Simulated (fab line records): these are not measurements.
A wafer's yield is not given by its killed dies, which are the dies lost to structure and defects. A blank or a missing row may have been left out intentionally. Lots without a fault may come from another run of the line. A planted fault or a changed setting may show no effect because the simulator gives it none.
A lot that was struck, set against a sound lot + flow n5-finfet + 38 out of 1938 route steps
Sound: wafers L183.1, L183.2, L183.5. Struck: wafer L175.2 (left out: L175.5, L175.6 of the same lot, which were not struck); the cause appears at the end.
Order at every step that has rows: each side's tool, ch and its chambers, its first start. Under that, the readings that differ: sound wafers + struck wafers + difference of the means + sigmas: that difference in standard deviations of wafers without a fault.
alike: readings whose means differ by less than 2 such deviations, and words and numbers that are the same on both sides. not compared: withheld readings, readings that some wafer has no value for, bounds like >300 that may hide the same value, and numbers for which the record gives no deviation and whose values overlap.
The two part at a step that has a row with sigmas, a row that says differs or no value, or rows on one side only. Numbers that have no deviation but don't overlap get no sigmas and don't part them. A reading that every wafer of one side lacks parts them only if that side has two wafers or more.

first, 11 steps without rows for these wafers: N5_FIN_SAQP_DESCUM_21 (chemistry O2, time 7.9 s); N5_FIN_SAQP_ETCH_51 (etches SiARC in CF4, target depth 45.5 nm, time 75.8 s); N5_FIN_SAQP_ETCH_52 (etches SOC in N2/H2, target depth 100 nm, overetch 20 nm, time 150 s); N5_FIN_SAQP_STRIP_53 (strips in N2/H2); N5_FIN_SAQP_HM_OPEN_73 (chemistry CHF3/O2, target SiO2, stops on a-Si, target depth 12 nm, time 16.8 s); N5_FIN_SAQP_STRIP_74 (strips in CHF3/O2); N5_FIN_SAQP_MANDREL_ETCH_22 (etches a-Si in HBr/Cl2, stops on SiNx, target depth 60 nm, bt time 10 s, time 30 s); N5_FIN_SAQP_STRIP_55 (strips in N2/H2); N5_FIN_SAQP_STRIP_23 (strips in SPM, time 750 s); N5_FIN_SAQP_SRD_66 (time 30 s); N5_FIN_SAQP_RECESS_75 (chemistry HF/NH3, target SiO2, target depth 14.4 nm, afs cycles 3, sublimation time 60 s).
N5_FIN_SAQP_SPACER1_ALD_24: deposits SiO2, target thk 20.3 nm, pulse time 1 s, purge time 2 s.
  sound on ald-sin-02 ch 1,2,3, day 7 17:56; struck on ald-sin-01 ch 1, day 5 17:25
| reading                                           | sound          | struck | difference | sigmas |
|---------------------------------------------------|----------------|--------|------------|--------|
| ald-cycles                                        | 218 218 218    | 188    | -30        |        |
| model.SiO2_of_FIN_SAQP_SPACER1_ALD_24.thk-nm (nm) | 20.2 20.4 20.2 | 17.4   | -2.9       |        |
  alike: heater-power-w, precursor-pulse-height-rel
then, 1 step without rows for these wafers: N5_FIN_SAQP_SPACER1_ETCHBACK_25 (etches SiO2 in CHF3/O2, target depth 24.4 nm, time 12.2 s).
N5_FIN_SAQP_MANDREL1_REMOVE_56: chemistry HBr/Cl2/O2, target a-Si, stops on SiNx, bt time 10 s.
  sound on rie-si-06 ch 2,3, day 7 18:44; struck on rie-si-03 ch 3, day 5 18:14
| reading                   | sound        | struck | difference | sigmas |
|---------------------------|--------------|--------|------------|--------|
| model.FIN_SAQP.cd-nm (nm) | 20.2 20.4 20 | 17.4   | -2.8       |        |
  alike: drypump-motor-current-A, mfc-cl2-sccm, oes-product-au, throttle-valve-pct
  not compared: rf-hours-counter-h
N5_FIN_SAQP_CD_MEAS_27 targets a cd of 20 nm.
  sound on cd-sem-01 ch 0, day 7 18:50; struck on cd-sem-02 ch 0, day 5 18:20
| reading    | sound             | struck | difference | sigmas |
|------------|-------------------|--------|------------|--------|
| cd-nm (nm) | 20.19 20.41 20.07 | 17.53  | -2.69      | -12    |
then, 21 steps without rows for these wafers: N5_FIN_SAQP_ETCH_57 (etches SiNx in CH3F/O2, target depth 32.5 nm, time 46.4 s); N5_FIN_SAQP_ETCH_65 (etches SiO2 in CF4, target depth 4 nm, time 4.4 s); N5_FIN_SAQP_MANDREL_ETCH_58 (etches a-Si in HBr/Cl2, stops on SiNx, target depth 45 nm, bt time 10 s, time 27 s); N5_FIN_SAQP_RECESS_63 (chemistry HF/NH3, target SiO2, target depth 18 nm, afs cycles 3, sublimation time 60 s); N5_FIN_SAQP_COAT_68 (time 60 s, resist thk 100 nm); N5_FIN_SAQP_ETCH_69 (etches SOC in N2/H2, stops on SiNx, target depth 150 nm); N5_FIN_SAQP_ETCH_67 (etches SiNx in CH3F/O2, target depth 30 nm); N5_FIN_SAQP_STRIP_70 (strips in N2/H2); N5_FIN_SAQP_RECESS_71 (chemistry HF/NH3, target SiO2, target depth 3 nm, afs cycles 1, sublimation time 60 s); N5_FIN_SAQP_SPACER2_ALD_28 (deposits SiO2, target thk 8.1 nm, pulse time 1 s, purge time 2 s); N5_FIN_SAQP_SPACER2_ETCHBACK_29 (etches SiO2 in CHF3/O2, target depth 12.2 nm, time 6.1 s); N5_FIN_SAQP_MANDREL2_REMOVE_60 (chemistry HBr/Cl2/O2, target a-Si, stops on SiNx, bt time 10 s); N5_FIN_SAQP_HM_OPEN_33 (chemistry CH3F/O2, target SiNx, target depth 49.4 nm, time 70.6 s); N5_FIN_SAQP_ETCH_34 (etches SiO2 in C4F6/O2, target depth 45 nm, time 15 s); N5_FIN_SAQP_STRIP_77 (strips in N2/H2, time 90 s); N5_FIN_SAQP_ETCH_64 (etches SiO2 in CF4, target depth 1.5 nm); N5_FIN_SAQP_FIN_ETCH_36 (etches the open film in HBr/Cl2/O2, target depth 120 nm, time 50.4 s); N5_FIN_SAQP_PRECLEAN_38 (cleans in O3/DIW, time 45 s); N5_FIN_SAQP_PRECLEAN_45 (cleans in dHF, time 10 s); N5_FIN_SAQP_SRD_39 (time 30 s); N5_FIN_CUT_COAT_18 (time 60 s, resist thk 230 nm).
-- a jump in the record: the struck wafers' starts before and after are 6 days apart (it breaks off in module FIN_CUT and resumes in module BEOL_M4, where the first step shown is number 1111 of the route) --
N5_BEOL_M4_RC_MEAS_101:
  sound on prober-02 ch 0, day 14 01:35; struck on prober-01 ch 0, day 11 16:19
| reading        | sound          | struck | difference | sigmas |
|----------------|----------------|--------|------------|--------|
| DIBL_P (mV/V)  | 33.2 31.9 33.0 | 38.0   | +5.3       | +2     |
| IOFF_N (nA/um) | 0.13 0.11 0.13 | 0.19   | +0.07      | +2     |
| ION_P (uA/um)  | 468 461 464    | 482    | +18        | +2     |
| VT_N (mV)      | 253 255 255    | 247    | -7         | -2     |
  alike: DIBL_N, IOFF_P, ION_N, SS_N, SS_P, VT_P
-- the record jumps here: 4 days lie between the struck wafers' starts before and after (it left off in module BEOL_M4 and takes up again in module PASSIVATION, whose first step shown is number 1936 of the route) --
N5_PASSIVATION_PROBE_49:
  the record has rows for the struck wafers here (prober-01, day 16 00:09) and none for the sound ones

## WHERE THEY PART
First at N5_FIN_SAQP_CD_MEAS_27; last, within this record, at N5_PASSIVATION_PROBE_49.

WHY: whatever the simulator had introduced
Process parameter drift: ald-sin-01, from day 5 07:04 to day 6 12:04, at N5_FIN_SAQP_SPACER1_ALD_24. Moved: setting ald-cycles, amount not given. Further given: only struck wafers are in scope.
